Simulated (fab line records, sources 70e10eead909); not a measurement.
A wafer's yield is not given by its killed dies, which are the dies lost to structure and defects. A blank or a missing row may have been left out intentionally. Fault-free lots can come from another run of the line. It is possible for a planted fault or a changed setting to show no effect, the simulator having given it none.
fab line records    flow nand_harc
[record] lots = 6  wafers = 18  last_day = 25
route steps=1159 shown A_CONTACT@854 END@1159
lots untouched by any fault: they come from a run of this same line in which no faults occurred
start_h: the number of hours between the record's first day and the start of the first shown wafer of the lot    wait_h: how many hours have passed since the lot's step before this one    " as in the row above    L1.1+2: a single row standing in for several wafers    - no value present, or no start provided    * or withheld: withheld    < > ~ a bound
route shown NAME@n: a module of which the file shows steps, and the number in the route of the first    usual: mean and standard deviation over wafers with no fault    same: alike in all rows    chamber/n: place in a boat    sites: per-site readings    _std_site: standard deviation of those values    _edge_site: mean of outer sites minus mean of inner sites    radius_mm: how far each site lies from the wafer's centre    mask NAME#n: copy n    behind: the most recent tool/chamber to have shaped the wafer    hold: reason for holding the lot/hours on hold/outcome of the hold    device: transistor that didn't switch, given as n, p or np    end of line: tests of these same wafers at the route's end    a step with no rows: only its recipe    killed: dies that structure and defects cost at the first sort, which is not the same as the wafer's yield    map: dies across one wafer; x = killed, . = not, _ = none there
set.NAME: the setting as run; set.NAME@STEP: as run at that earlier step    model.NAME: the simulator's own value behind a step, which no gauge read
lots at selected steps of the route; one table per step, one row per wafer
[[steps]]
[step NHARC_A_CONTACT_CD_MEAS_42]
[recipe] target_cd_nm = 200  landing_energy_ev = 500
[usual] cd_nm = 199.7/0.45
[same] landing_energy_ev = 500
lot.wafer  tool       chamber  start_h  wait_h  cd_nm
L399.1     cd_sem-01  0        365.43   -       199.8
L399.4     "          0        "        "       200.2
L399.5     "          0        "        "       199.8
L398.2     cd_sem-02  0        366.52   -       200.1
L398.4     "          0        "        "       199.5
L398.5     "          0        "        "       199.1
L403.2     cd_sem-03  0        388.17   -       199.8
L403.3     "          0        "        "       200.6
L403.5     "          0        "        "       200.0
L409.1     cd_sem-02  0        427.38   -       199.9
L409.2     "          0        "        "       199.8
L409.6     "          0        "        "       200.4
L416.2     cd_sem-02  0        464.90   -       200.3
L416.3     "          0        "        "       200.5
L416.4     "          0        "        "       200.7
L420.1     cd_sem-03  0        496.82   -       199.2
L420.3     "          0        "        "       200.6
L420.6     "          0        "        "       200.1
[step NHARC_A_CONTACT_OVL_MEAS_43]
[usual] overlay_x_nm = -0.2/0.7  overlay_y_nm = 0.0/1
lot.wafer  tool        chamber  start_h  wait_h  overlay_x_nm  overlay_y_nm
L399.1     overlay-02  -        365.52   -       0.2           1.1
L399.4     "           -        "        "       -0.9          0.6
L399.5     "           -        "        "       -0.4          0.9
L398.2     overlay-02  -        366.61   -       -0.4          0.4
L398.4     "           -        "        "       -0.6          0.7
L398.5     "           -        "        "       -0.8          -0.3
L403.2     overlay-02  -        388.26   -       0.2           -0.1
L403.3     "           -        "        "       -0.1          -0.1
L403.5     "           -        "        "       -0.2          0.4
L409.1     overlay-01  -        427.47   -       0.8           0.5
L409.2     "           -        "        "       0.9           -0.1
L409.6     "           -        "        "       1.4           -0.1
L416.2     overlay-02  -        464.99   -       0.3           -1.7
L416.3     "           -        "        "       0.3           -2.1
L416.4     "           -        "        "       0.6           -2.3
L420.1     overlay-01  -        496.91   -       -0.3          -1.1
L420.3     "           -        "        "       0.1           -0.8
L420.6     "           -        "        "       -0.3          -1.4
[step NHARC_A_CONTACT_INSPECT_44]
[usual] raw_defect_count = 29/14
lot.wafer  tool               chamber  start_h  wait_h  raw_defect_count
L399.1     defect_inspect-01  -        365.56   0.0     33
L399.4     "                  -        "        "       41
L399.5     "                  -        "        "       39
L398.2     defect_inspect-02  -        366.64   0.0     17
L398.4     "                  -        "        "       17
L398.5     "                  -        "        "       30
L403.2     defect_inspect-02  -        388.29   0.0     23
L403.3     "                  -        "        "       23
L403.5     "                  -        "        "       18
L409.1     defect_inspect-02  -        427.50   0.0     22
L409.2     "                  -        "        "       22
L409.6     "                  -        "        "       34
L416.2     defect_inspect-01  -        465.03   0.0     9
L416.3     "                  -        "        "       14
L416.4     "                  -        "        "       6
L420.1     defect_inspect-02  -        496.95   0.0     14
L420.3     "                  -        "        "       12
L420.6     "                  -        "        "       17
[step NHARC_A_CONTACT_DESCUM_47]
[recipe] time_s = 3  o2_flow_sccm = 200  ar_flow_sccm = 0  bias_power_w = 0  chemistry = O2
[step NHARC_A_CONTACT_ETCH_48]
[recipe] target_depth_a = 390  over_etch_frac = 0.3  time_s = 65  ion_energy_ev = 80  cf4_flow_sccm = 150  ar_flow_sccm = 0  rf_w = 300  bias_w = 100  chemistry = CF4
[step NHARC_A_CONTACT_ETCH_49]
[recipe] target_depth_a = 2600  over_etch_frac = 0.3  time_s = 475.3  ion_energy_ev = 200  n2_flow_sccm = 150  h2_flow_sccm = 150  ar_flow_sccm = 0  rf_w = 400  bias_w = 150  chemistry = N2/H2
[step NHARC_A_CONTACT_ETCH_50]
[recipe] target_depth_a = 847  time_s = 42.4  cf4_flow_sccm = 100  chf3_flow_sccm = 30  ar_flow_sccm = 0  rf_w = 500  bias_w = 200  chemistry = CF4/CHF3
[step NHARC_A_CONTACT_ETCH_51]
[recipe] target_depth_a = 36000  over_etch_frac = 0.3  time_s = 936  ion_energy_ev = 150  o2_flow_sccm = 400  cos_flow_sccm = 20  ar_flow_sccm = 0  rf_w = 500  bias_w = 300  chemistry = O2/COS
[step NHARC_A_CONTACT_ETCH_111]
[recipe] source_w = withheld  pressure_mtorr = 20  bias_v = withheld  time_s = 140  target_depth_a = 7000  ar_flow_sccm = withheld  c4f8_flow_sccm = withheld  o2_flow_sccm = withheld  chemistry = C4F8/O2/Ar
[step NHARC_A_CONTACT_ETCH_112]
[recipe] source_w = withheld  pressure_mtorr = 20  bias_v = 3000  time_s = 94  target_depth_a = 9220  ar_flow_sccm = withheld  c4f8_flow_sccm = withheld  o2_flow_sccm = withheld  chemistry = C4F8/O2/Ar
[step NHARC_A_CONTACT_ETCH_113]
[recipe] source_w = withheld  pressure_mtorr = 20  bias_v = 3000  time_s = 94  target_depth_a = 9220  ar_flow_sccm = withheld  c4f8_flow_sccm = withheld  o2_flow_sccm = withheld  chemistry = C4F8/O2/Ar
[step NHARC_A_CONTACT_ETCH_114]
[recipe] source_w = withheld  pressure_mtorr = 20  bias_v = 3000  time_s = 94  target_depth_a = 9220  ar_flow_sccm = withheld  c4f8_flow_sccm = withheld  o2_flow_sccm = withheld  chemistry = C4F8/O2/Ar
[step NHARC_A_CONTACT_ETCH_115]
[recipe] source_w = withheld  pressure_mtorr = 20  bias_v = 3000  time_s = 94  target_depth_a = 9220  ar_flow_sccm = withheld  c4f8_flow_sccm = withheld  o2_flow_sccm = withheld  chemistry = C4F8/O2/Ar
lot.wafer  tool             chamber  start_h  wait_h  rf_hours_counter_h
L399.1     har_cap_etch-03  1        367.35   0.1     88
L399.4     "                0        "        "       -
L399.5     "                1        "        "       -
L398.2     har_cap_etch-02  1        368.44   0.1     8
L398.4     "                1        "        "       -
L398.5     "                1        "        "       -
L403.2     har_cap_etch-01  0        390.17   0.1     51
L403.3     "                0        "        "       -
L403.5     "                0        "        "       -
L409.2     har_cap_etch-03  1        429.32   0.1     97
L409.1     "                0        "        "       97
L409.6     "                1        "        "       -
L416.2     har_cap_etch-02  0        467.04   0.1     26
L416.3     "                1        "        "       -
L416.4     "                0        "        "       -
L420.1     har_cap_etch-02  0        498.85   0.1     32
L420.3     "                0        "        "       -
L420.6     "                1        "        "       -
[step NHARC_A_CONTACT_ETCH_116]
[recipe] source_w = withheld  pressure_mtorr = 20  bias_v = 3000  time_s = 94  target_depth_a = 9220  ar_flow_sccm = withheld  c4f8_flow_sccm = withheld  o2_flow_sccm = withheld  chemistry = C4F8/O2/Ar
lot.wafer  tool             chamber  start_h  wait_h  rf_hours_counter_h
L399.1     har_cap_etch-03  1        367.45   0.1     88
L399.4     "                0        "        "       -
L399.5     "                1        "        "       -
L398.2     har_cap_etch-02  1        368.53   0.1     8
L398.4     "                1        "        "       -
L398.5     "                1        "        "       -
L403.2     har_cap_etch-01  0        390.26   0.1     51
L403.3     "                0        "        "       -
L403.5     "                0        "        "       -
L409.2     har_cap_etch-03  1        429.41   0.1     97
L409.1     "                0        "        "       97
L409.6     "                1        "        "       -
L416.2     har_cap_etch-02  0        467.14   0.1     26
L416.3     "                1        "        "       -
L416.4     "                0        "        "       -
L420.1     har_cap_etch-02  0        498.94   0.1     32
L420.3     "                0        "        "       -
L420.6     "                1        "        "       -
[step NHARC_A_CONTACT_ETCH_117]
[recipe] source_w = withheld  pressure_mtorr = 20  bias_v = 3000  time_s = 94  target_depth_a = 9220  ar_flow_sccm = withheld  c4f8_flow_sccm = withheld  o2_flow_sccm = withheld  chemistry = C4F8/O2/Ar
lot.wafer  tool             chamber  start_h  wait_h  rf_hours_counter_h
L399.1     har_cap_etch-03  1        367.54   0.1     88
L399.4     "                0        "        "       -
L399.5     "                1        "        "       -
L398.2     har_cap_etch-02  1        368.62   0.1     8
L398.4     "                1        "        "       -
L398.5     "                1        "        "       -
L403.2     har_cap_etch-01  0        390.36   0.1     51
L403.3     "                0        "        "       -
L403.5     "                0        "        "       -
L409.2     har_cap_etch-03  1        429.50   0.1     97
L409.1     "                0        "        "       97
L409.6     "                1        "        "       -
L416.2     har_cap_etch-02  0        467.23   0.1     27
L416.3     "                1        "        "       -
L416.4     "                0        "        "       -
L420.1     har_cap_etch-02  0        499.03   0.1     32
L420.3     "                0        "        "       -
L420.6     "                1        "        "       -
[step NHARC_A_CONTACT_ETCH_118]
[recipe] source_w = withheld  pressure_mtorr = 20  bias_v = 3000  time_s = 94  target_depth_a = 9220  ar_flow_sccm = withheld  c4f8_flow_sccm = withheld  o2_flow_sccm = withheld  chemistry = C4F8/O2/Ar
[step NHARC_A_CONTACT_ETCH_119]
[recipe] source_w = withheld  pressure_mtorr = 20  bias_v = 3000  time_s = 94  target_depth_a = 9220  ar_flow_sccm = withheld  c4f8_flow_sccm = withheld  o2_flow_sccm = withheld  chemistry = C4F8/O2/Ar
[step NHARC_A_CONTACT_ETCH_120]
[recipe] source_w = withheld  pressure_mtorr = 20  bias_v = 3000  time_s = 94  target_depth_a = 9220  ar_flow_sccm = withheld  c4f8_flow_sccm = withheld  o2_flow_sccm = withheld  chemistry = C4F8/O2/Ar
lot.wafer  tool             chamber  start_h  wait_h  rf_hours_counter_h
L399.1     har_cap_etch-03  1        367.81   0.1     88
L399.4     "                0        "        "       -
L399.5     "                1        "        "       -
L398.2     har_cap_etch-02  1        368.90   0.1     9
L398.4     "                1        "        "       -
L398.5     "                1        "        "       -
L403.2     har_cap_etch-01  0        390.63   0.1     52
L403.3     "                0        "        "       -
L403.5     "                0        "        "       -
L409.2     har_cap_etch-03  1        429.77   0.1     97
L409.1     "                0        "        "       97
L409.6     "                1        "        "       -
L416.2     har_cap_etch-02  0        467.50   0.1     27
L416.3     "                1        "        "       -
L416.4     "                0        "        "       -
L420.1     har_cap_etch-02  0        499.30   0.1     32
L420.3     "                0        "        "       -
L420.6     "                1        "        "       -
[step NHARC_A_CONTACT_ETCH_121]
[recipe] source_w = withheld  pressure_mtorr = 20  bias_v = 3000  time_s = 94  target_depth_a = 9220  ar_flow_sccm = withheld  c4f8_flow_sccm = withheld  o2_flow_sccm = withheld  chemistry = C4F8/O2/Ar
[step NHARC_A_CONTACT_ETCH_122]
[recipe] source_w = withheld  pressure_mtorr = 20  bias_v = 3000  time_s = 95  target_depth_a = 9300  ar_flow_sccm = withheld  c4f8_flow_sccm = withheld  o2_flow_sccm = withheld  chemistry = C4F8/O2/Ar
lot.wafer  tool             chamber  start_h  wait_h  rf_hours_counter_h
L399.1     har_cap_etch-03  1        367.99   0.1     88
L399.4     "                0        "        "       -
L399.5     "                1        "        "       -
L398.2     har_cap_etch-02  1        369.08   0.1     9
L398.4     "                1        "        "       -
L398.5     "                1        "        "       -
L403.2     har_cap_etch-01  0        390.81   0.1     52
L403.3     "                0        "        "       -
L403.5     "                0        "        "       -
L409.2     har_cap_etch-03  1        429.95   0.1     97
L409.1     "                0        "        "       97
L409.6     "                1        "        "       -
L416.2     har_cap_etch-02  0        467.68   0.1     27
L416.3     "                1        "        "       -
L416.4     "                0        "        "       -
L420.1     har_cap_etch-02  0        499.48   0.1     32
L420.3     "                0        "        "       -
L420.6     "                1        "        "       -
[step NHARC_A_CONTACT_ETCH_123]
[recipe] source_w = withheld  pressure_mtorr = 20  bias_v = 400  time_s = 253  target_depth_a = 10900  ar_flow_sccm = withheld  c4f8_flow_sccm = 11.5  o2_flow_sccm = 7.2  chemistry = C4F8/O2/Ar
lot.wafer  tool             chamber  start_h  wait_h  rf_hours_counter_h
L399.1     har_cap_etch-03  1        368.12   0.1     88
L399.4     "                0        "        "       -
L399.5     "                1        "        "       -
L398.2     har_cap_etch-02  1        369.17   0.1     9
L398.4     "                1        "        "       -
L398.5     "                1        "        "       -
L403.2     har_cap_etch-01  0        390.94   0.1     52
L403.3     "                0        "        "       -
L403.5     "                0        "        "       -
L409.2     har_cap_etch-03  1        430.04   0.1     97
L409.1     "                0        "        "       97
L409.6     "                1        "        "       -
L416.2     har_cap_etch-02  0        467.81   0.1     27
L416.3     "                1        "        "       -
L416.4     "                0        "        "       -
L420.1     har_cap_etch-02  0        499.58   0.1     32
L420.3     "                0        "        "       -
L420.6     "                1        "        "       -
[step NHARC_A_CONTACT_ETCH_90]
[recipe] target_depth_a = 400  over_etch_frac = 0.5  time_s = 85.7  ion_energy_ev = 120  ch3f_flow_sccm = 50  o2_flow_sccm = 30  ar_flow_sccm = 200  rf_w = 500  bias_w = 100  chemistry = CH3F/O2
[step NHARC_A_CONTACT_ETCH_96]
[recipe] target_depth_a = 200  over_etch_frac = 0.5  time_s = 10  ion_energy_ev = 250  c4f6_flow_sccm = 25  o2_flow_sccm = 20  ar_flow_sccm = 500  rf_w = 600  bias_w = 500  chemistry = C4F6/O2
[step NHARC_A_CONTACT_CD_MEAS_53]
[usual] cd_nm = 189.7/0.64
lot.wafer  tool       chamber  start_h  wait_h  cd_nm
L399.1     cd_sem-01  -        369.04   -       188.6
L399.4     "          -        "        "       188.6
L399.5     "          -        "        "       188.7
L398.2     cd_sem-01  -        370.00   -       189.9
L398.4     "          -        "        "       189.8
L398.5     "          -        "        "       188.4
L403.2     cd_sem-02  -        391.70   -       189.3
L403.3     "          -        "        "       189.6
L403.5     "          -        "        "       189.9
L409.1     cd_sem-02  -        430.86   -       189.8
L409.2     "          -        "        "       190.1
L409.6     "          -        "        "       190.2
L416.2     cd_sem-03  -        468.57   -       189.5
L416.3     "          -        "        "       189.3
L416.4     "          -        "        "       189.3
L420.1     cd_sem-02  -        500.41   -       189.3
L420.3     "          -        "        "       189.7
L420.6     "          -        "        "       189.1
[step NHARC_A_CONTACT_STRIP_99]
[recipe] n2_flow_sccm = 150  h2_flow_sccm = 150  ar_flow_sccm = 0  bias_w = 0  chemistry = N2/H2
[step NHARC_A_CONTACT_STRIP_100]
[recipe] cf4_flow_sccm = 100  chf3_flow_sccm = 30  ar_flow_sccm = 0  bias_w = 0  chemistry = CF4/CHF3
[step NHARC_A_CONTACT_STRIP_101]
[recipe] o2_flow_sccm = 400  cos_flow_sccm = 20  ar_flow_sccm = 0  bias_w = 0  chemistry = O2/COS
[step NHARC_A_CONTACT_ETCH_102]
[recipe] target_depth_a = 700  overetch_a = 70  time_s = 38.5  ion_energy_ev = 100  cf4_flow_sccm = 80  o2_flow_sccm = 20  ar_flow_sccm = 0  rf_w = 300  bias_w = 100  chemistry = CF4/O2
[step NHARC_A_CONTACT_STRIP_55]
[recipe] o2_flow_sccm = 500  ar_flow_sccm = 0  bias_w = 0  chemistry = O2
[step NHARC_A_CONTACT_STRIP_56]
[recipe] time_s = 600  temp_c = 30  chemistry = post_etch_residue_remover
[step NHARC_A_CONTACT_DEP_57]
[recipe] target_thk_a = 28000  temp_c = 400  material = aC
[step NHARC_A_CONTACT_DEP_58]
[recipe] target_thk_a = 600  target_thk_nm = 60  temp_c = 400  pressure_torr = 3.5  flow_sccm = 200  rf_w = 350  material = SiON
[step NHARC_A_CONTACT_DEHYDRATE_59]
[recipe] temp_c = 150  time_s = 120
[step NHARC_A_CONTACT_HMDS_60]
[recipe] time_s = 30
[step NHARC_A_CONTACT_COAT_61]
[recipe] temp_c = 260  time_s = 75
[step NHARC_A_CONTACT_COAT_62]
[recipe] temp_c = 225  time_s = 65
[step NHARC_A_CONTACT_COAT_63]
[recipe] spin_rpm = 1500  resist_thk_nm = 90
[step NHARC_A_CONTACT_SOFTBAKE_64]
[recipe] temp_c = 105  time_s = 55
[step NHARC_A_CONTACT_EBR_65]
[step NHARC_A_CONTACT_EXPOSE_66]
[recipe] na = 1.35  sigma_outer = 0.8  dose_mj = 59.02  mask_id = A_CC_2
[step NHARC_A_CONTACT_PEB_67]
[recipe] peb_temp_c = 100  peb_time_s = 65
[step NHARC_A_CONTACT_DEVELOP_68]
[recipe] develop_time_s = 35  dev_temp_c = 23
[step NHARC_END_SORT_01]
[recipe] temp_c = 25
[usual] killed_at_array = 26/11  killed_at_other = 0.4/0.78  killed_at_periphery = 3.4/2.4  killed_dies = 29/11  killed_open = 3.1/1.9  killed_short = 1.9/1.4
[same] gross_dies = 677
lot.wafer  tool       chamber  start_h  wait_h  killed_at_array  killed_at_other  killed_at_periphery  killed_dies  killed_open  killed_short
L399.1     prober-02  0        513.16   2.5     28               0                4                    32           3            3
L399.4     prober-02  0        515.60   3.4     30               0                3                    33           3            1
L399.5     prober-02  0        516.41   3.7     30               0                3                    33           1            2
L409.1     prober-01  0        536.59   2.5     23               0                1                    24           5            4
L409.2     prober-01  0        537.39   2.8     25               0                1                    26           4            1
L409.6     prober-01  0        540.61   4.0     17               1                1                    19           5            1
L416.3     prober-01  0        592.89   3.1     96               0                3                    99           3            0
L420.6     prober-01  0        603.02   4.0     97               0                2                    99           5            2
// killed by level:class
L399.1 A_CHANNEL_HOLE_D1:chamber_film_flake=15 A_SLIT:chamber_film_flake=5 P_M0:geometric_particle:short=2 A_ONON_D1:geometric_particle:open=2 A_STAIRCASE:chamber_film_flake=2 A_CONTACT:chamber_film_flake=2 A_WL_FILL:geometric_particle:short=1 A_CONTACT:geometric_particle:open=1
L399.4 A_CHANNEL_HOLE_D1:chamber_film_flake=13 A_STAIRCASE:chamber_film_flake=5 A_ZERO_WELL:chamber_film_flake=3 A_SLIT:chamber_film_flake=3 A_ONON_D1:geometric_particle:short=1 A_ONON_D1:geometric_particle:open=1 A_CHANNEL_HOLE_D1:geometric_particle:open=1 A_CHANNEL_FILL_D1:geometric_particle:open=1
L399.5 A_CHANNEL_HOLE_D1:chamber_film_flake=15 A_SLIT:chamber_film_flake=6 A_STAIRCASE:chamber_film_flake=5 A_CONTACT:chamber_film_flake=2 P_GATE:geometric_particle:short=1 P_CONTACT:geometric_particle:open=1 A_ONON_D1:geometric_particle:short=1 P_GATE:chamber_film_flake=1
L409.1 A_SLIT:chamber_film_flake=8 A_CONTACT:chamber_film_flake=5 P_M0:geometric_particle:open=1 A_ONON_D1:geometric_particle:open=1 A_CHANNEL_FILL_D1:geometric_particle:open=1 A_CHANNEL_FILL_D1:geometric_particle:short=1 A_WL_FILL:geometric_particle:short=1 A_WL_FILL:geometric_particle:open=1
L409.2 A_SLIT:chamber_film_flake=9 A_CONTACT:chamber_film_flake=7 A_CHANNEL_HOLE_D1:chamber_film_flake=4 A_CONTACT:geometric_particle:open=2 P_CONTACT:geometric_particle:open=1 A_SOURCE_PLATE:geometric_particle:short=1 A_STAIRCASE:geometric_particle:open=1 A_ZERO_WELL:chamber_film_flake=1
L409.6 A_SLIT:chamber_film_flake=5 A_CONTACT:geometric_particle:open=3 A_CHANNEL_HOLE_D1:chamber_film_flake=3 A_CONTACT:chamber_film_flake=3 A_STAIRCASE:chamber_film_flake=2 P_M0:geometric_particle:open=1 A_BLC:geometric_particle:open=1 STARTING-WAFER:geometric_particle:short=1
L416.3 A_CONTACT:unspecified=83 A_CHANNEL_HOLE_D1:chamber_film_flake=5 A_CONTACT:chamber_film_flake=5 P_GATE:geometric_particle:open=1 A_CHANNEL_HOLE_D1:geometric_particle:open=1 A_CHANNEL_FILL_D1:geometric_particle:open=1 P_STI:chamber_film_flake=1 P_M2:chamber_film_flake=1
L420.6 A_CONTACT:unspecified=81 A_CHANNEL_HOLE_D1:chamber_film_flake=4 A_M1:chamber_film_flake=3 A_CHANNEL_FILL_D1:geometric_particle:open=2 A_CONTACT:geometric_particle:open=2 P_CONTACT:geometric_particle:open=1 A_STAIRCASE:geometric_particle:short=1 A_WL_FILL:geometric_particle:short=1
// map L416.3 (x killed, . not)
____________.____________
_________......._________
_______..........._______
______.x...........______
_____..............._____
____...............x.____
____.................____
___.......x..........x___
___...............x..x___
__.....................__
__.....................__
_......x...............x_
_.........x....xxx.....x_
_............xx..xx....._
_.............xxxxx....._
_...........xx.x.x......_
............xxxxxxxx.....
..........xxxxxxxxx......
...........x.xxxxxx......
...........xxxxxxxxx.....
...........xxxxxxxxxx....
_...........xxxxxxx....._
_..........xxxxxxx......_
_....x........xxxxx....._
_.............xx.x......_
_..............xx......._
__..............x.....x__
__....................x__
___...................___
___...................___
____.................____
____.x...............____
_____..............._____
______.............______
_______.....x....._______
_________......._________
____________.____________
// map L420.6 (x killed, . not)
____________.____________
_________......._________
_______..........._______
______.............______
_____....x.........x_____
____...............x.____
____................x____
___.....x.............___
___...................___
__...................x.__
__..............x......__
_......................._
_...........x..x........_
_...............xx......_
_..........x.xxxx......._
_........x..xxxxxxx.x..._
............xxxxxxx......
............xxxxxxxx....x
............xxxxxxxx.....
...x.......xxxxxxxxx.....
............xxxxxxxxx....
_.............xxxxx.x..._
_...........xxxxxx......_
_........x...xxxxx......_
_............x.xxxx....._
_..............xx..x...._
__x....................__
__...x.................__
___...................___
___.............x.....___
____.................____
____.................____
_____..............._____
______.............______
_______...x......._______
_________..x...._________
____________.____________
[[key]]
[first_sign] step = NHARC_END_SORT_01  reading = killed_at_array  direction = up  sigmas = 6.7  usual = 26  struck = 96
[effect] step = NHARC_END_SORT_01  reading = killed_dies  direction = up  sigmas = 6.4  usual = 29  struck = 99
[more_kills_born_at] NHARC_A_CONTACT_ETCH_115@har_cap_etch-02 = 164
met_at NHARC_A_CONTACT_ETCH_115
struck_wafers L416.3,L420.6
tester_left_out L416,L420
onset_between 368.44 467.04
[fault] kind = chamber_particle_source  tool = har_cap_etch-02  chamber = 1  onset_h = 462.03  steps = NHARC_A_CONTACT_ETCH_115  rate_per_visit_cm2 = 0.55863  end_h = 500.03
// tester_left_out: of these lots the tester's yield and bins aren't shown, on N5 and GAA mostly nor the transistor test; their killed dies are dies lost to structure and defects alone, not to doping, threshold or leakage, so they don't give the yield
